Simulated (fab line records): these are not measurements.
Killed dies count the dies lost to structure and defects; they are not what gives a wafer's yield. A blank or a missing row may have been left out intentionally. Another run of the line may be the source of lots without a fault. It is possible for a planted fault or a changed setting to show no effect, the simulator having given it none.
fab line records / flow n5-finfet / part 2 of 2: steps 22 to 26 of 26
record: lots: 5 wafers: 15 last-day: 14
route steps=1938 shown BEOL_M1@768
lots untouched by any fault: they come from a run of this same line in which no faults occurred
start-h: start of the lot's first displayed wafer, in hours after the record's first day / wait-h: hours since the lot's step before / " repeats the value in the row above / L1.1+2: one row covering several wafers at once / - value missing, or start not given / * or withheld: withheld / < > ~ a bound
route shown NAME@n: names a module that has steps shown in the file, with the first one's number in the route / usual: mean/standard deviation of fault-free wafers / same: alike in all rows / chamber/n: place in a boat / sites: each site's reading / _std_site: standard deviation across them / _edge_site: the outer-site mean with the inner-site mean subtracted / radius-mm: how far each site lies from the wafer's centre / mask NAME#n: copy n / behind: the tool/chamber that last shaped the wafer / hold: cause of the lot's hold/its duration in hours/its outcome / device: names the non-switching transistor (n, p or np) / end of line: the same wafers' tests at the end of the route / step lacking rows: just its recipe / killed: the dies lost at the first sort to structure and to defects; this is not the yield of the wafer / map: a wafer's dies, marking killed ones x, the rest . and places with no die _
set.NAME: the run value of the setting; set.NAME@STEP: its run value at that earlier step / model.NAME: the simulator's own value behind a step, which no gauge read
lots at some steps of the route; a table a step, a row a wafer
services: a tool's chamber out of use, with start hour (start-h, from the record's first day; less than 0 if before it), hours out, and reason
== steps ==
step: N5_BEOL_M1_DESCUM_33
recipe: chemistry: O2 time-s: 7 source-power-w: 50 bias-power-w: 20 pressure-mtorr: 20 rf-frequency-hz: 2.712e+07 temp-c: 40 resist: CAR-EUV o2-flow-sccm: 225
usual: drypump-motor-current-A: 5.7/0.41 o2-flow-sccm: 225.0/0.75 oes-product-au: 0.78/0.095 rf-vpp-V: 243.1/1.4 showerhead-plenum-p-Torr: 2.08/0.074 throttle-valve-pct: 20.41/0.26
lot.wafer=L074.2 tool=rie-diel-02 chamber=1 start-h=127.83 wait-h=0.0 drypump-motor-current-A=5.4 o2-flow-sccm=225.1 oes-product-au=0.75 rf-hours-counter-h=162 rf-vpp-V=244.2 showerhead-plenum-p-Torr=2.17 throttle-valve-pct=20.64
lot.wafer=L074.4 tool=rie-diel-02 chamber=3 start-h=127.83 wait-h=0.0 drypump-motor-current-A=5.6 o2-flow-sccm=223.6 oes-product-au=0.86 rf-hours-counter-h=45 rf-vpp-V=243.2 showerhead-plenum-p-Torr=2.13 throttle-valve-pct=20.27
lot.wafer=L074.6 tool=rie-diel-02 chamber=1 start-h=127.83 wait-h=0.0 drypump-motor-current-A=5.4 o2-flow-sccm=225.1 oes-product-au=0.75 rf-hours-counter-h=- rf-vpp-V=244.8 showerhead-plenum-p-Torr=2.17 throttle-valve-pct=20.64
lot.wafer=L077.1 tool=rie-diel-02 chamber=2 start-h=144.24 wait-h=0.1 drypump-motor-current-A=6.2 o2-flow-sccm=224.8 oes-product-au=0.70 rf-hours-counter-h=239 rf-vpp-V=244.5 showerhead-plenum-p-Torr=2.14 throttle-valve-pct=20.59
lot.wafer=L077.3 tool=rie-diel-02 chamber=1 start-h=144.24 wait-h=0.1 drypump-motor-current-A=5.4 o2-flow-sccm=224.7 oes-product-au=0.74 rf-hours-counter-h=169 rf-vpp-V=244.3 showerhead-plenum-p-Torr=2.16 throttle-valve-pct=20.64
lot.wafer=L077.6 tool=rie-diel-02 chamber=2 start-h=144.24 wait-h=0.1 drypump-motor-current-A=6.2 o2-flow-sccm=224.7 oes-product-au=0.70 rf-hours-counter-h=- rf-vpp-V=244.5 showerhead-plenum-p-Torr=2.14 throttle-valve-pct=20.58
lot.wafer=L079.1 tool=rie-diel-05 chamber=3 start-h=153.25 wait-h=0.0 drypump-motor-current-A=5.7 o2-flow-sccm=224.9 oes-product-au=0.72 rf-hours-counter-h=220 rf-vpp-V=244.3 showerhead-plenum-p-Torr=2.16 throttle-valve-pct=20.63
lot.wafer=L079.5 tool=rie-diel-05 chamber=1 start-h=153.25 wait-h=0.0 drypump-motor-current-A=5.8 o2-flow-sccm=225.3 oes-product-au=0.78 rf-hours-counter-h=- rf-vpp-V=243.9 showerhead-plenum-p-Torr=2.17 throttle-valve-pct=20.13
lot.wafer=L079.6 tool=rie-diel-05 chamber=2 start-h=153.25 wait-h=0.0 drypump-motor-current-A=5.6 o2-flow-sccm=225.5 oes-product-au=0.79 rf-hours-counter-h=- rf-vpp-V=240.1 showerhead-plenum-p-Torr=2.01 throttle-valve-pct=20.18
lot.wafer=L080.3 tool=rie-diel-06 chamber=2 start-h=163.02 wait-h=0.0 drypump-motor-current-A=5.9 o2-flow-sccm=224.2 oes-product-au=0.69 rf-hours-counter-h=212 rf-vpp-V=241.8 showerhead-plenum-p-Torr=2.06 throttle-valve-pct=20.43
lot.wafer=L080.5 tool=rie-diel-06 chamber=3 start-h=163.02 wait-h=0.0 drypump-motor-current-A=5.2 o2-flow-sccm=224.2 oes-product-au=0.67 rf-hours-counter-h=- rf-vpp-V=242.4 showerhead-plenum-p-Torr=1.98 throttle-valve-pct=20.88
lot.wafer=L080.6 tool=rie-diel-06 chamber=0 start-h=163.02 wait-h=0.0 drypump-motor-current-A=5.1 o2-flow-sccm=225.8 oes-product-au=0.71 rf-hours-counter-h=- rf-vpp-V=241.7 showerhead-plenum-p-Torr=1.98 throttle-valve-pct=20.44
lot.wafer=L084.1 tool=rie-diel-05 chamber=3 start-h=193.56 wait-h=0.0 drypump-motor-current-A=5.7 o2-flow-sccm=225.6 oes-product-au=0.71 rf-hours-counter-h=231 rf-vpp-V=246.6 showerhead-plenum-p-Torr=2.15 throttle-valve-pct=20.63
lot.wafer=L084.4 tool=rie-diel-05 chamber=0 start-h=193.56 wait-h=0.0 drypump-motor-current-A=5.1 o2-flow-sccm=224.8 oes-product-au=0.68 rf-hours-counter-h=235 rf-vpp-V=243.4 showerhead-plenum-p-Torr=2.16 throttle-valve-pct=20.75
lot.wafer=L084.5 tool=rie-diel-05 chamber=1 start-h=193.56 wait-h=0.0 drypump-motor-current-A=5.8 o2-flow-sccm=223.9 oes-product-au=0.77 rf-hours-counter-h=- rf-vpp-V=243.2 showerhead-plenum-p-Torr=2.17 throttle-valve-pct=20.15
step: N5_BEOL_M1_ETCH_77
recipe: chemistry: N2/H2 target: underlayer target-depth-a: 65 mask-material: CAR-EUV time-s: 5.2 ion-energy-ev: 200 pressure-mtorr: 30 source-w: 840 bias-w: 150 n2-flow-sccm: 200 h2-flow-sccm: 200 ends: cleared
usual: drypump-motor-current-A: 5.7/0.4 etch-rf-on-time-s: 5.20/0.099 oes-product-au: 0.67/0.081 rf-vpp-V: 523.5/2.8 showerhead-plenum-p-Torr: 2.53/0.091 throttle-valve-pct: 17.8/0.31
lot.wafer=L074.2 tool=rie-diel-02 chamber=1 start-h=127.87 wait-h=0.0 drypump-motor-current-A=5.4 etch-rf-on-time-s=5.29 oes-product-au=0.64 rf-hours-counter-h=162 rf-vpp-V=526.2 showerhead-plenum-p-Torr=2.65 throttle-valve-pct=18.2
lot.wafer=L074.4 tool=rie-diel-02 chamber=3 start-h=127.87 wait-h=0.0 drypump-motor-current-A=5.6 etch-rf-on-time-s=5.17 oes-product-au=0.73 rf-hours-counter-h=45 rf-vpp-V=526.4 showerhead-plenum-p-Torr=2.58 throttle-valve-pct=17.6
lot.wafer=L074.6 tool=rie-diel-02 chamber=1 start-h=127.87 wait-h=0.0 drypump-motor-current-A=5.4 etch-rf-on-time-s=5.26 oes-product-au=0.64 rf-hours-counter-h=- rf-vpp-V=528.1 showerhead-plenum-p-Torr=2.65 throttle-valve-pct=18.2
lot.wafer=L077.1 tool=rie-diel-02 chamber=2 start-h=144.28 wait-h=0.0 drypump-motor-current-A=6.2 etch-rf-on-time-s=5.18 oes-product-au=0.59 rf-hours-counter-h=239 rf-vpp-V=526.7 showerhead-plenum-p-Torr=2.60 throttle-valve-pct=18.0
lot.wafer=L077.3 tool=rie-diel-02 chamber=1 start-h=144.28 wait-h=0.0 drypump-motor-current-A=5.4 etch-rf-on-time-s=5.26 oes-product-au=0.64 rf-hours-counter-h=169 rf-vpp-V=527.8 showerhead-plenum-p-Torr=2.65 throttle-valve-pct=18.2
lot.wafer=L077.6 tool=rie-diel-02 chamber=2 start-h=144.28 wait-h=0.0 drypump-motor-current-A=6.1 etch-rf-on-time-s=5.11 oes-product-au=0.59 rf-hours-counter-h=- rf-vpp-V=526.9 showerhead-plenum-p-Torr=2.60 throttle-valve-pct=18.0
lot.wafer=L079.1 tool=rie-diel-05 chamber=3 start-h=153.28 wait-h=0.0 drypump-motor-current-A=5.7 etch-rf-on-time-s=5.17 oes-product-au=0.61 rf-hours-counter-h=220 rf-vpp-V=524.4 showerhead-plenum-p-Torr=2.60 throttle-valve-pct=17.9
lot.wafer=L079.5 tool=rie-diel-05 chamber=1 start-h=153.28 wait-h=0.0 drypump-motor-current-A=5.8 etch-rf-on-time-s=5.11 oes-product-au=0.67 rf-hours-counter-h=- rf-vpp-V=527.7 showerhead-plenum-p-Torr=2.66 throttle-valve-pct=17.7
lot.wafer=L079.6 tool=rie-diel-05 chamber=2 start-h=153.28 wait-h=0.0 drypump-motor-current-A=5.6 etch-rf-on-time-s=5.08 oes-product-au=0.69 rf-hours-counter-h=- rf-vpp-V=520.6 showerhead-plenum-p-Torr=2.44 throttle-valve-pct=17.6
lot.wafer=L080.3 tool=rie-diel-06 chamber=2 start-h=163.06 wait-h=0.0 drypump-motor-current-A=5.9 etch-rf-on-time-s=5.27 oes-product-au=0.60 rf-hours-counter-h=212 rf-vpp-V=521.5 showerhead-plenum-p-Torr=2.52 throttle-valve-pct=17.9
lot.wafer=L080.5 tool=rie-diel-06 chamber=3 start-h=163.06 wait-h=0.0 drypump-motor-current-A=5.3 etch-rf-on-time-s=5.35 oes-product-au=0.57 rf-hours-counter-h=- rf-vpp-V=518.5 showerhead-plenum-p-Torr=2.40 throttle-valve-pct=18.3
lot.wafer=L080.6 tool=rie-diel-06 chamber=0 start-h=163.06 wait-h=0.0 drypump-motor-current-A=5.2 etch-rf-on-time-s=5.28 oes-product-au=0.62 rf-hours-counter-h=- rf-vpp-V=519.5 showerhead-plenum-p-Torr=2.42 throttle-valve-pct=18.0
lot.wafer=L084.1 tool=rie-diel-05 chamber=3 start-h=193.59 wait-h=0.0 drypump-motor-current-A=5.7 etch-rf-on-time-s=5.11 oes-product-au=0.61 rf-hours-counter-h=231 rf-vpp-V=524.4 showerhead-plenum-p-Torr=2.60 throttle-valve-pct=17.9
lot.wafer=L084.4 tool=rie-diel-05 chamber=0 start-h=193.59 wait-h=0.0 drypump-motor-current-A=5.1 etch-rf-on-time-s=5.21 oes-product-au=0.57 rf-hours-counter-h=235 rf-vpp-V=526.3 showerhead-plenum-p-Torr=2.62 throttle-valve-pct=18.2
lot.wafer=L084.5 tool=rie-diel-05 chamber=1 start-h=193.59 wait-h=0.0 drypump-motor-current-A=5.7 etch-rf-on-time-s=5.03 oes-product-au=0.66 rf-hours-counter-h=- rf-vpp-V=526.2 showerhead-plenum-p-Torr=2.66 throttle-valve-pct=17.7
step: N5_BEOL_M1_ETCH_69
recipe: chemistry: CF4 target: SiARC target-depth-a: 156 mask-material: CAR-EUV time-s: 26 ion-energy-ev: 80 pressure-mtorr: 40 source-w: 545 bias-w: 36 Ar_flow_sccm: 100 cf4-flow-sccm: 100 ends: cleared
usual: drypump-motor-current-A: 5.7/0.41 etch-rf-on-time-s: 25.8/0.49 oes-product-au: 0.67/0.082 rf-vpp-V: 184.0/1.1 showerhead-plenum-p-Torr: 2.14/0.069 throttle-valve-pct: 15.66/0.26
lot.wafer=L074.2 tool=rie-diel-02 chamber=1 start-h=127.88 wait-h=0.0 drypump-motor-current-A=5.4 etch-rf-on-time-s=25.4 oes-product-au=0.65 rf-hours-counter-h=162 rf-vpp-V=184.2 showerhead-plenum-p-Torr=2.22 throttle-valve-pct=15.86
lot.wafer=L074.4 tool=rie-diel-02 chamber=3 start-h=127.88 wait-h=0.0 drypump-motor-current-A=5.6 etch-rf-on-time-s=25.4 oes-product-au=0.75 rf-hours-counter-h=45 rf-vpp-V=184.3 showerhead-plenum-p-Torr=2.18 throttle-valve-pct=15.45
lot.wafer=L074.6 tool=rie-diel-02 chamber=1 start-h=127.88 wait-h=0.0 drypump-motor-current-A=5.4 etch-rf-on-time-s=25.3 oes-product-au=0.66 rf-hours-counter-h=- rf-vpp-V=183.6 showerhead-plenum-p-Torr=2.22 throttle-valve-pct=15.86
lot.wafer=L077.1 tool=rie-diel-02 chamber=2 start-h=144.29 wait-h=0.0 drypump-motor-current-A=6.2 etch-rf-on-time-s=25.7 oes-product-au=0.60 rf-hours-counter-h=239 rf-vpp-V=184.9 showerhead-plenum-p-Torr=2.20 throttle-valve-pct=15.87
lot.wafer=L077.3 tool=rie-diel-02 chamber=1 start-h=144.29 wait-h=0.0 drypump-motor-current-A=5.3 etch-rf-on-time-s=25.6 oes-product-au=0.64 rf-hours-counter-h=169 rf-vpp-V=185.9 showerhead-plenum-p-Torr=2.21 throttle-valve-pct=15.86
lot.wafer=L077.6 tool=rie-diel-02 chamber=2 start-h=144.29 wait-h=0.0 drypump-motor-current-A=6.1 etch-rf-on-time-s=25.6 oes-product-au=0.60 rf-hours-counter-h=- rf-vpp-V=184.0 showerhead-plenum-p-Torr=2.20 throttle-valve-pct=15.87
lot.wafer=L079.1 tool=rie-diel-05 chamber=3 start-h=153.30 wait-h=0.0 drypump-motor-current-A=5.7 etch-rf-on-time-s=25.5 oes-product-au=0.62 rf-hours-counter-h=220 rf-vpp-V=185.1 showerhead-plenum-p-Torr=2.20 throttle-valve-pct=15.78
lot.wafer=L079.5 tool=rie-diel-05 chamber=1 start-h=153.30 wait-h=0.0 drypump-motor-current-A=5.8 etch-rf-on-time-s=25.4 oes-product-au=0.67 rf-hours-counter-h=- rf-vpp-V=184.6 showerhead-plenum-p-Torr=2.22 throttle-valve-pct=15.36
lot.wafer=L079.6 tool=rie-diel-05 chamber=2 start-h=153.30 wait-h=0.0 drypump-motor-current-A=5.6 etch-rf-on-time-s=25.6 oes-product-au=0.67 rf-hours-counter-h=- rf-vpp-V=183.2 showerhead-plenum-p-Torr=2.08 throttle-valve-pct=15.54
lot.wafer=L080.3 tool=rie-diel-06 chamber=2 start-h=163.07 wait-h=0.0 drypump-motor-current-A=5.9 etch-rf-on-time-s=26.3 oes-product-au=0.60 rf-hours-counter-h=212 rf-vpp-V=182.9 showerhead-plenum-p-Torr=2.13 throttle-valve-pct=15.77
lot.wafer=L080.5 tool=rie-diel-06 chamber=3 start-h=163.07 wait-h=0.0 drypump-motor-current-A=5.3 etch-rf-on-time-s=26.9 oes-product-au=0.58 rf-hours-counter-h=- rf-vpp-V=183.3 showerhead-plenum-p-Torr=2.04 throttle-valve-pct=16.13
lot.wafer=L080.6 tool=rie-diel-06 chamber=0 start-h=163.07 wait-h=0.0 drypump-motor-current-A=5.1 etch-rf-on-time-s=26.3 oes-product-au=0.61 rf-hours-counter-h=- rf-vpp-V=183.9 showerhead-plenum-p-Torr=2.05 throttle-valve-pct=15.77
lot.wafer=L084.1 tool=rie-diel-05 chamber=3 start-h=193.61 wait-h=0.0 drypump-motor-current-A=5.7 etch-rf-on-time-s=25.4 oes-product-au=0.62 rf-hours-counter-h=231 rf-vpp-V=184.1 showerhead-plenum-p-Torr=2.20 throttle-valve-pct=15.81
lot.wafer=L084.4 tool=rie-diel-05 chamber=0 start-h=193.61 wait-h=0.0 drypump-motor-current-A=5.0 etch-rf-on-time-s=26.2 oes-product-au=0.58 rf-hours-counter-h=235 rf-vpp-V=185.1 showerhead-plenum-p-Torr=2.20 throttle-valve-pct=15.98
lot.wafer=L084.5 tool=rie-diel-05 chamber=1 start-h=193.61 wait-h=0.0 drypump-motor-current-A=5.8 etch-rf-on-time-s=25.2 oes-product-au=0.68 rf-hours-counter-h=- rf-vpp-V=185.1 showerhead-plenum-p-Torr=2.22 throttle-valve-pct=15.37
step: N5_BEOL_M1_ALD_98
recipe: material: SiO2 target-thk-a: 25 temp-c: 100 ald-precursor-family: BDEAS ald-co-reactant: O2-plasma pulse-time-s: 1 co-reactant-pulse-time-s: 1 purge-time-s: 2 co-reactant-purge-time-s: 2 ald-cycles: 17 pressure-torr: 2
usual: heater-power-w: 80/8.1 precursor-pulse-height-rel: 1.000/0.02
lot.wafer=L074.2 tool=ald-sin-02 chamber=1 start-h=128.30 wait-h=0.4 heater-power-w=93 precursor-pulse-height-rel=1.022
lot.wafer=L074.4 tool=ald-sin-02 chamber=2 start-h=128.30 wait-h=0.4 heater-power-w=65 precursor-pulse-height-rel=1.014
lot.wafer=L074.6 tool=ald-sin-02 chamber=0 start-h=128.30 wait-h=0.4 heater-power-w=81 precursor-pulse-height-rel=1.000
lot.wafer=L077.1 tool=ald-sin-02 chamber=3 start-h=144.40 wait-h=0.1 heater-power-w=81 precursor-pulse-height-rel=1.009
lot.wafer=L077.3 tool=ald-sin-02 chamber=2 start-h=144.40 wait-h=0.1 heater-power-w=68 precursor-pulse-height-rel=0.989
lot.wafer=L077.6 tool=ald-sin-02 chamber=2 start-h=144.40 wait-h=0.1 heater-power-w=65 precursor-pulse-height-rel=0.990
lot.wafer=L079.1 tool=ald-sin-02 chamber=3 start-h=153.38 wait-h=0.1 heater-power-w=83 precursor-pulse-height-rel=1.009
lot.wafer=L079.5 tool=ald-sin-02 chamber=1 start-h=153.38 wait-h=0.1 heater-power-w=94 precursor-pulse-height-rel=1.002
lot.wafer=L079.6 tool=ald-sin-02 chamber=0 start-h=153.38 wait-h=0.1 heater-power-w=83 precursor-pulse-height-rel=0.981
lot.wafer=L080.3 tool=ald-sin-04 chamber=1 start-h=163.15 wait-h=0.1 heater-power-w=71 precursor-pulse-height-rel=1.029
lot.wafer=L080.5 tool=ald-sin-04 chamber=3 start-h=163.15 wait-h=0.1 heater-power-w=73 precursor-pulse-height-rel=1.018
lot.wafer=L080.6 tool=ald-sin-04 chamber=0 start-h=163.15 wait-h=0.1 heater-power-w=88 precursor-pulse-height-rel=1.019
lot.wafer=L084.1 tool=ald-sin-02 chamber=0 start-h=193.69 wait-h=0.1 heater-power-w=81 precursor-pulse-height-rel=0.995
lot.wafer=L084.4 tool=ald-sin-02 chamber=1 start-h=193.69 wait-h=0.1 heater-power-w=89 precursor-pulse-height-rel=0.972
lot.wafer=L084.5 tool=ald-sin-02 chamber=0 start-h=193.69 wait-h=0.1 heater-power-w=83 precursor-pulse-height-rel=0.988
step: N5_BEOL_M1_ETCHBACK_99
recipe: chemistry: CHF3 target: SiO2 target-depth-a: 50 time-s: 10.4 source-w: 215 bias-w: 47 Ar_flow_sccm: 200 CHF3_flow_sccm: 12 ion-energy-ev: 100 pressure-mtorr: 30
usual: drypump-motor-current-A: 5.7/0.39 oes_f_703_au: 0.80/0.09 oes-product-au: 0.79/0.092 rf-vpp-V: 237/4.1 showerhead-plenum-p-Torr: 2.17/0.069 throttle-valve-pct: 17.09/0.22
lot.wafer=L074.2 tool=rie-diel-06 chamber=1 start-h=134.25 wait-h=5.9 drypump-motor-current-A=6.0 oes_f_703_au=0.92 oes-product-au=0.89 rf-hours-counter-h=41 rf-vpp-V=239 showerhead-plenum-p-Torr=2.09 throttle-valve-pct=16.54
lot.wafer=L074.4 tool=rie-diel-06 chamber=3 start-h=134.25 wait-h=5.9 drypump-motor-current-A=5.2 oes_f_703_au=0.68 oes-product-au=0.68 rf-hours-counter-h=- rf-vpp-V=243 showerhead-plenum-p-Torr=2.04 throttle-valve-pct=17.51
lot.wafer=L074.6 tool=rie-diel-06 chamber=2 start-h=134.25 wait-h=5.9 drypump-motor-current-A=5.9 oes_f_703_au=0.72 oes-product-au=0.71 rf-hours-counter-h=- rf-vpp-V=236 showerhead-plenum-p-Torr=2.15 throttle-valve-pct=17.28
lot.wafer=L077.1 tool=rie-diel-05 chamber=0 start-h=147.71 wait-h=3.3 drypump-motor-current-A=5.1 oes_f_703_au=0.69 oes-product-au=0.69 rf-hours-counter-h=224 rf-vpp-V=246 showerhead-plenum-p-Torr=2.22 throttle-valve-pct=17.38
lot.wafer=L077.3 tool=rie-diel-05 chamber=3 start-h=147.71 wait-h=3.3 drypump-motor-current-A=5.8 oes_f_703_au=0.74 oes-product-au=0.70 rf-hours-counter-h=218 rf-vpp-V=236 showerhead-plenum-p-Torr=2.22 throttle-valve-pct=17.27
lot.wafer=L077.6 tool=rie-diel-05 chamber=3 start-h=147.71 wait-h=3.3 drypump-motor-current-A=5.7 oes_f_703_au=0.74 oes-product-au=0.71 rf-hours-counter-h=- rf-vpp-V=236 showerhead-plenum-p-Torr=2.22 throttle-valve-pct=17.27
lot.wafer=L079.1 tool=rie-diel-02 chamber=1 start-h=157.31 wait-h=3.9 drypump-motor-current-A=5.4 oes_f_703_au=0.76 oes-product-au=0.74 rf-hours-counter-h=174 rf-vpp-V=233 showerhead-plenum-p-Torr=2.21 throttle-valve-pct=17.22
lot.wafer=L079.5 tool=rie-diel-02 chamber=3 start-h=157.31 wait-h=3.9 drypump-motor-current-A=5.5 oes_f_703_au=0.88 oes-product-au=0.86 rf-hours-counter-h=- rf-vpp-V=232 showerhead-plenum-p-Torr=2.20 throttle-valve-pct=17.00
lot.wafer=L079.6 tool=rie-diel-02 chamber=2 start-h=157.31 wait-h=3.9 drypump-motor-current-A=6.2 oes_f_703_au=0.71 oes-product-au=0.69 rf-hours-counter-h=- rf-vpp-V=242 showerhead-plenum-p-Torr=2.22 throttle-valve-pct=17.38
lot.wafer=L080.3 tool=rie-diel-02 chamber=1 start-h=163.74 wait-h=0.5 drypump-motor-current-A=5.4 oes_f_703_au=0.76 oes-product-au=0.74 rf-hours-counter-h=176 rf-vpp-V=235 showerhead-plenum-p-Torr=2.21 throttle-valve-pct=17.24
lot.wafer=L080.5 tool=rie-diel-02 chamber=0 start-h=163.74 wait-h=0.5 drypump-motor-current-A=6.5 oes_f_703_au=0.96 oes-product-au=0.94 rf-hours-counter-h=- rf-vpp-V=234 showerhead-plenum-p-Torr=2.20 throttle-valve-pct=16.91
lot.wafer=L080.6 tool=rie-diel-02 chamber=3 start-h=163.74 wait-h=0.5 drypump-motor-current-A=5.6 oes_f_703_au=0.87 oes-product-au=0.85 rf-hours-counter-h=- rf-vpp-V=231 showerhead-plenum-p-Torr=2.20 throttle-valve-pct=17.00
lot.wafer=L084.1 tool=rie-diel-05 chamber=0 start-h=194.25 wait-h=0.5 drypump-motor-current-A=5.1 oes_f_703_au=0.69 oes-product-au=0.68 rf-hours-counter-h=235 rf-vpp-V=244 showerhead-plenum-p-Torr=2.21 throttle-valve-pct=17.39
lot.wafer=L084.4 tool=rie-diel-05 chamber=3 start-h=194.25 wait-h=0.5 drypump-motor-current-A=5.8 oes_f_703_au=0.73 oes-product-au=0.71 rf-hours-counter-h=231 rf-vpp-V=235 showerhead-plenum-p-Torr=2.22 throttle-valve-pct=17.29
lot.wafer=L084.5 tool=rie-diel-05 chamber=3 start-h=194.25 wait-h=0.5 drypump-motor-current-A=5.7 oes_f_703_au=0.73 oes-product-au=0.70 rf-hours-counter-h=- rf-vpp-V=237 showerhead-plenum-p-Torr=2.22 throttle-valve-pct=17.29
== services ==
tool=rie-diel-06 chamber=1 start-h=112.38 hours=4.0 kind=repair
tool=euv-scanner-01 chamber=- start-h=113.04 hours=5.8 kind=pm
tool=euv-scanner-01 chamber=- start-h=119.18 hours=1.0 kind=pm
tool=euv-scanner-02 chamber=- start-h=122.10 hours=12.0 kind=pm
tool=rie-metal-02 chamber=- start-h=125.48 hours=2.8 kind=pm
tool=rie-diel-02 chamber=0 start-h=128.44 hours=- kind=clean
tool=rie-diel-02 chamber=0 start-h=128.44 hours=- kind=consumable-replace:focus-ring
tool=rie-diel-02 chamber=0 start-h=128.44 hours=15.9 kind=scheduled-down
tool=rie-diel-02 chamber=0 start-h=128.44 hours=15.9 kind=vent-cycle
tool=rie-metal-02 chamber=- start-h=129.73 hours=0.8 kind=repair
tool=ald-sin-02 chamber=0 start-h=129.90 hours=12.0 kind=repair
tool=ald-sin-04 chamber=2 start-h=130.39 hours=5.1 kind=repair
tool=euv-scanner-02 chamber=- start-h=147.48 hours=4.6 kind=pm
tool=rie-diel-02 chamber=3 start-h=148.52 hours=2.5 kind=repair
tool=euv-scanner-02 chamber=- start-h=153.87 hours=1.0 kind=pm
tool=rie-diel-06 chamber=3 start-h=155.86 hours=4.0 kind=repair
tool=rie-diel-02 chamber=2 start-h=174.82 hours=- kind=clean
tool=rie-diel-02 chamber=2 start-h=174.82 hours=- kind=consumable-replace:focus-ring
tool=rie-diel-02 chamber=2 start-h=174.82 hours=23.5 kind=scheduled-down
tool=rie-diel-02 chamber=2 start-h=174.82 hours=23.5 kind=vent-cycle
tool=euv-scanner-01 chamber=- start-h=175.33 hours=1.0 kind=pm
tool=euv-scanner-01 chamber=- start-h=189.11 hours=1.3 kind=repair
tool=ald-sin-02 chamber=3 start-h=191.89 hours=8.4 kind=repair
tool=rie-diel-06 chamber=3 start-h=193.90 hours=- kind=clean
